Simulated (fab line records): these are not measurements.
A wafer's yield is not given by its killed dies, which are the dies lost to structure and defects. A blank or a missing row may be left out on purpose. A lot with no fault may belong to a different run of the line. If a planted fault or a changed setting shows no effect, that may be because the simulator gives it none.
What tool caused it? || flow nand-harc || Sampling: 12 lots, 36 wafers, 4 of 1302 route steps

WHAT EACH GAUGE READ, for each wafer
NHARC_A_CONTACT_CD_MEAS_53.
{"lot": "L075", "measured": "day 21 12:13", "on": "cd-sem-03", "cd-nm (nm)": "289.5 289.1 289.5"}
{"lot": "L078", "measured": "day 22 20:41", "on": "cd-sem-03", "cd-nm (nm)": "289.1 289.1 289.2"}
{"lot": "L080", "measured": "day 23 11:13", "on": "cd-sem-01", "cd-nm (nm)": "287.5 288.0 287.7"}
{"lot": "L081", "measured": "day 24 12:51", "on": "cd-sem-01", "cd-nm (nm)": "289.2 289.7 289.0"}
{"lot": "L082", "measured": "day 25 06:46", "on": "cd-sem-01", "cd-nm (nm)": "289.9 290.2 289.7"}
{"lot": "L084", "measured": "day 25 20:37", "on": "cd-sem-01", "cd-nm (nm)": "289.4 288.8 288.8"}
{"lot": "L087", "measured": "day 26 11:50", "on": "cd-sem-02", "cd-nm (nm)": "288.9 289.4 289.3"}
{"lot": "L089", "measured": "day 27 06:59", "on": "cd-sem-01", "cd-nm (nm)": "288.5 290.2 289.5"}
{"lot": "L091", "measured": "day 28 21:57", "on": "cd-sem-03", "cd-nm (nm)": "289.3 289.0 289.1"}
{"lot": "L092", "measured": "day 29 12:29", "on": "cd-sem-02", "cd-nm (nm)": "289.0 288.9 289.3"}
{"lot": "L095", "measured": "day 30 07:28", "on": "cd-sem-03", "cd-nm (nm)": "290.2 289.3 290.3"}
{"lot": "L097", "measured": "day 31 01:27", "on": "cd-sem-02", "cd-nm (nm)": "287.9 287.8 288.5"}

TOOL THAT RAN EACH LOT (tool first, then ch and the chambers of the sampled wafers, then the start)
{"lot": "L075", "NHARC_A_CONTACT_ETCH_118": "har-cap-etch-02 ch 0,1, day 21 10:10", "NHARC_A_CONTACT_ETCH_122": "har-cap-etch-02 ch 0,1, day 21 10:50", "NHARC_A_CONTACT_ETCH_90": "rie-diel-12 ch 0,2,3, day 21 11:59"}
{"lot": "L078", "NHARC_A_CONTACT_ETCH_118": "har-cap-etch-02 ch 0,1, day 22 18:29", "NHARC_A_CONTACT_ETCH_122": "har-cap-etch-02 ch 0,1, day 22 19:11", "NHARC_A_CONTACT_ETCH_90": "rie-diel-08 ch 0,2, day 22 20:28"}
{"lot": "L080", "NHARC_A_CONTACT_ETCH_118": "har-cap-etch-01 ch 0,1, day 23 09:13", "NHARC_A_CONTACT_ETCH_122": "har-cap-etch-01 ch 0,1, day 23 09:54", "NHARC_A_CONTACT_ETCH_90": "rie-diel-08 ch 1,2,3, day 23 11:02"}
{"lot": "L081", "NHARC_A_CONTACT_ETCH_118": "har-cap-etch-03 ch 0,1, day 24 10:50", "NHARC_A_CONTACT_ETCH_122": "har-cap-etch-03 ch 0,1, day 24 11:32", "NHARC_A_CONTACT_ETCH_90": "rie-diel-12 ch 2,3, day 24 12:38"}
{"lot": "L082", "NHARC_A_CONTACT_ETCH_118": "har-cap-etch-03 ch 0, day 25 04:44", "NHARC_A_CONTACT_ETCH_122": "har-cap-etch-03 ch 0, day 25 05:25", "NHARC_A_CONTACT_ETCH_90": "rie-diel-08 ch 2,3, day 25 06:34"}
{"lot": "L084", "NHARC_A_CONTACT_ETCH_118": "har-cap-etch-02 ch 0,1, day 25 18:07", "NHARC_A_CONTACT_ETCH_122": "har-cap-etch-02 ch 0,1, day 25 19:01", "NHARC_A_CONTACT_ETCH_90": "rie-diel-12 ch 0,2,3, day 25 20:24"}
{"lot": "L087", "NHARC_A_CONTACT_ETCH_118": "har-cap-etch-02 ch 0,1, day 26 09:49", "NHARC_A_CONTACT_ETCH_122": "har-cap-etch-02 ch 0,1, day 26 10:29", "NHARC_A_CONTACT_ETCH_90": "rie-diel-12 ch 0,1, day 26 11:37"}
{"lot": "L089", "NHARC_A_CONTACT_ETCH_118": "har-cap-etch-03 ch 0,1, day 27 04:59", "NHARC_A_CONTACT_ETCH_122": "har-cap-etch-03 ch 0,1, day 27 05:41", "NHARC_A_CONTACT_ETCH_90": "rie-diel-08 ch 0,2, day 27 06:47"}
{"lot": "L091", "NHARC_A_CONTACT_ETCH_118": "har-cap-etch-01 ch 0,1, day 28 19:55", "NHARC_A_CONTACT_ETCH_122": "har-cap-etch-01 ch 0,1, day 28 20:36", "NHARC_A_CONTACT_ETCH_90": "rie-diel-03 ch 2,3, day 28 21:44"}
{"lot": "L092", "NHARC_A_CONTACT_ETCH_118": "har-cap-etch-01 ch 1, day 29 10:23", "NHARC_A_CONTACT_ETCH_122": "har-cap-etch-01 ch 1, day 29 11:04", "NHARC_A_CONTACT_ETCH_90": "rie-diel-03 ch 1,2, day 29 12:11"}
{"lot": "L095", "NHARC_A_CONTACT_ETCH_118": "har-cap-etch-02 ch 0,1, day 30 05:31", "NHARC_A_CONTACT_ETCH_122": "har-cap-etch-02 ch 0,1, day 30 06:11", "NHARC_A_CONTACT_ETCH_90": "rie-diel-03 ch 2,3, day 30 07:16"}
{"lot": "L097", "NHARC_A_CONTACT_ETCH_118": "har-cap-etch-01 ch 0,1, day 30 23:29", "NHARC_A_CONTACT_ETCH_122": "har-cap-etch-01 ch 0,1, day 31 00:10", "NHARC_A_CONTACT_ETCH_90": "rie-diel-12 ch 0,2,3, day 31 01:16"}
- NHARC_A_CONTACT_ETCH_118: etches the open film in C4F8/O2/Ar, time 190 s, target depth 1850 nm.
- NHARC_A_CONTACT_ETCH_122: etches the open film in C4F8/O2/Ar, time 190 s, target depth 1850 nm.
- NHARC_A_CONTACT_ETCH_90: etches the open film in CH3F/O2, target depth 40 nm, time 85.7 s.

THE ANSWER, worked out from the rows above alone
Rule: the usual values come from the lots themselves. The widest of any qualifying gaps counts: lots, ordered by their means at a reading, are off when they make up no more than a third of the lots, leave a main group of 4 or more, and stand apart from it by 3 or more times the standard deviation of that group's means. The tables above print the reading to a certain number of digits; a main group whose means all agree to those digits is not used. A lot without any number at a reading at which 4 lots or more have one is off too. The other lots that the step has rows for count as sound.
Nothing can be told from this: no lot is off at any reading shown.

WHAT THE SIMULATOR HAD PUT IN
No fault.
